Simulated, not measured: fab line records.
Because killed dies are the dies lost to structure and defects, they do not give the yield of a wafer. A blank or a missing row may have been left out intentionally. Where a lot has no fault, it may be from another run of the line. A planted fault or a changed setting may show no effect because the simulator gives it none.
Lot-split experiment + flow n5-finfet + 39 wafers read across 7 lots, on a route 1938 steps long

THE SPLIT
At N5_BEOL_M4_TRENCH_ETCH_37 (etches SiOC in C4F6/O2, target depth 55.555 nm, time 29.2 s), the setting target-depth-a was moved away from the recipe's 555.55 angstrom on 18 of the 39 wafers read, by -59.7% to -29.9%. This setting was run at the recipe's value on the other wafers.

FROM THE SPLIT TO THE READING: what the file shows between them, 8 steps
- N5_BEOL_M4_ETCH_41: etches SiCN in CH3F/O2, target depth 29.9 nm, time 52.5 s
- N5_BEOL_M4_STRIP_97: strips in N2/H2, time 10 s
- N5_BEOL_M4_OCD_MEAS_38
- N5_BEOL_M4_HM_STRIP_39: strips TiN in peroxide tin strip, target depth 25 nm, time 158 s
- N5_BEOL_M4_SRD_40: time 30 s
- N5_BEOL_M4_ECD_50: material Cu, target thk 300 nm
- N5_BEOL_M4_ANNEAL_51: time 90 s
- N5_BEOL_M4_CMP_52: polishes, stops on SiOC, t overpolish 6.8 s, target thk 40 nm

THE READING
M4_THK, in nm, at N5_BEOL_M4_THK_MEAS_53 (measures by xrf). Fault-free wafers of this fab line usually give 40.8 nm, standard deviation 1.7 nm.

| wafer  | tool, chamber at the split | target-depth-a as run, angstrom | against the recipe | M4_THK, nm | against lot-mates on the recipe |
|--------|----------------------------|---------------------------------|--------------------|------------|---------------------------------|
| L081.1 | rie-diel-06, 0             | 555.55                          | recipe             | 38.0       | -                               |
| L081.2 | rie-diel-06, 3             | 555.55                          | recipe             | 41.9       | -                               |
| L081.3 | rie-diel-06, 1             | 224.1                           | -59.7%             | 7.2        | -31.9                           |
| L081.4 | rie-diel-06, 2             | 224.1                           | -59.7%             | 6.5        | -32.6                           |
| L081.5 | rie-diel-06, 3             | 224.1                           | -59.7%             | 7.8        | -31.3                           |
| L081.6 | rie-diel-06, 0             | 555.55                          | recipe             | 37.5       | -                               |
| L079.1 | rie-diel-04, 3             | 555.55                          | recipe             | 39.0       | -                               |
| L079.3 | rie-diel-04, 1             | 555.55                          | recipe             | 40.4       | -                               |
| L079.6 | rie-diel-04, 1             | 555.55                          | recipe             | 38.8       | -                               |
| L084.1 | rie-diel-06, 3             | 242.6                           | -56.3%             | 9.0        | -30.7                           |
| L084.2 | rie-diel-06, 0             | 242.6                           | -56.3%             | 7.7        | -32.0                           |
| L084.3 | rie-diel-06, 1             | 555.55                          | recipe             | 38.8       | -                               |
| L084.4 | rie-diel-06, 2             | 555.55                          | recipe             | 41.4       | -                               |
| L084.5 | rie-diel-06, 0             | 242.6                           | -56.3%             | 8.9        | -30.8                           |
| L084.6 | rie-diel-06, 1             | 555.55                          | recipe             | 38.8       | -                               |
| L085.1 | rie-diel-06, 3             | 555.55                          | recipe             | 41.1       | -                               |
| L085.2 | rie-diel-06, 2             | 555.55                          | recipe             | 42.8       | -                               |
| L085.3 | rie-diel-06, 0             | 305.4                           | -45.0%             | 16.3       | -25.6                           |
| L085.4 | rie-diel-06, 1             | 555.55                          | recipe             | 41.8       | -                               |
| L085.5 | rie-diel-06, 0             | 305.4                           | -45.0%             | 15.5       | -26.4                           |
| L085.6 | rie-diel-06, 1             | 305.4                           | -45.0%             | 16.4       | -25.5                           |
| L091.1 | rie-diel-04, 2             | 389.6                           | -29.9%             | 22.5       | -18.4                           |
| L091.2 | rie-diel-04, 1             | 555.55                          | recipe             | 41.3       | -                               |
| L091.3 | rie-diel-04, 0             | 389.6                           | -29.9%             | 25.5       | -15.4                           |
| L091.4 | rie-diel-04, 3             | 389.6                           | -29.9%             | 23.6       | -17.3                           |
| L091.5 | rie-diel-04, 3             | 555.55                          | recipe             | 42.2       | -                               |
| L091.6 | rie-diel-04, 2             | 555.55                          | recipe             | 39.3       | -                               |
| L088.1 | rie-diel-06, 1             | 351.4                           | -36.7%             | 21.5       | -21.2                           |
| L088.2 | rie-diel-06, 0             | 555.55                          | recipe             | 41.4       | -                               |
| L088.3 | rie-diel-06, 3             | 555.55                          | recipe             | 43.2       | -                               |
| L088.4 | rie-diel-06, 2             | 555.55                          | recipe             | 43.4       | -                               |
| L088.5 | rie-diel-06, 2             | 351.4                           | -36.7%             | 21.0       | -21.7                           |
| L088.6 | rie-diel-06, 3             | 351.4                           | -36.7%             | 21.8       | -20.9                           |
| L095.1 | rie-diel-05, 3             | 371.9                           | -33.1%             | 21.9       | -17.7                           |
| L095.2 | rie-diel-05, 0             | 555.55                          | recipe             | 39.8       | -                               |
| L095.3 | rie-diel-05, 1             | 371.9                           | -33.1%             | 23.8       | -15.8                           |
| L095.4 | rie-diel-05, 2             | 555.55                          | recipe             | 40.0       | -                               |
| L095.5 | rie-diel-05, 3             | 371.9                           | -33.1%             | 23.5       | -16.1                           |
| L095.6 | rie-diel-05, 0             | 555.55                          | recipe             | 39.1       | -                               |

THE FIT
A straight line over all 39 wafers: M4_THK changes by +0.553 nm for each +1% of target-depth-a; r = +0.99; the points scatter about the line by 1.5 nm.
The same after taking each lot's own level away (the mean of its wafers on the recipe; 39 wafers): +0.55 nm for each +1%; r = +1.00; scatter 1.2 nm.
On that fit, the largest move of target-depth-a shifts the reading by 33 nm.
The lots' own levels span 39.13 to 42.67 nm, that is 2.1 times the standard deviation above.
So the lot-to-lot level changes the slope little: the two slopes agree.
Check: with one of the wafers moved furthest among these (-59.7%) left out of the fit, the line predicts -33 nm for it against its lot-mates. Against them it came out at -31.9 nm.

THE WHOLE CHAIN: every reading that the file lists as answering this split, in the file's order
| step                      | what it does                                                  | reading                                                                          | change (the file's fit)                                                           | r (the file's) |
|---------------------------|---------------------------------------------------------------|----------------------------------------------------------------------------------|-----------------------------------------------------------------------------------|----------------|
| N5_BEOL_M4_TRENCH_ETCH_37 | etches SiOC in C4F6/O2, target depth 55.555 nm, time 29.2 s   | BEOL_M4.feature-depth-nm (the simulator's own value, which no gauge read)        | +0.556 nm for each +1% of the setting                                             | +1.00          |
| N5_BEOL_M4_TRENCH_ETCH_37 | etches SiOC in C4F6/O2, target depth 55.555 nm, time 29.2 s   | etch.depth-nm (the simulator's own value, which no gauge read)                   | +0.556 nm for each +1% of the setting                                             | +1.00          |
| N5_BEOL_M4_TRENCH_ETCH_37 | etches SiOC in C4F6/O2, target depth 55.555 nm, time 29.2 s   | TiN_of_BEOL_M4_HM_DEP_02.thk-nm (the simulator's own value, which no gauge read) | -0.023 nm for each +1% of the setting                                             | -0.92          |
| N5_BEOL_M4_OCD_MEAS_38    |                                                               | trench-depth-nm                                                                  | +0.56 nm for each +1% of the setting                                              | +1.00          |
| N5_BEOL_M4_CMP_52         | polishes, stops on SiOC, t overpolish 6.8 s, target thk 40 nm | Cu_of_BEOL_M4_ECD_50.thk-nm (the simulator's own value, which no gauge read)     | +0.545 nm for each +1% of the setting                                             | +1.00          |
| N5_BEOL_M4_THK_MEAS_53    | measures by xrf                                               | M4_THK                                                                           | +0.551 for each +1% of the setting                                                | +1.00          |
| N5_BEOL_M4_RS_MEAS_58     | measures by four-point-probe                                  | M4_RS                                                                            | not straight: 7.62 at the lowest setting, 0.67 at the recipe, 0.67 at the highest | not given      |

THE FILE'S OWN FIT
M4_THK changes by +0.551 nm for each +1% of target-depth-a, r = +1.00.
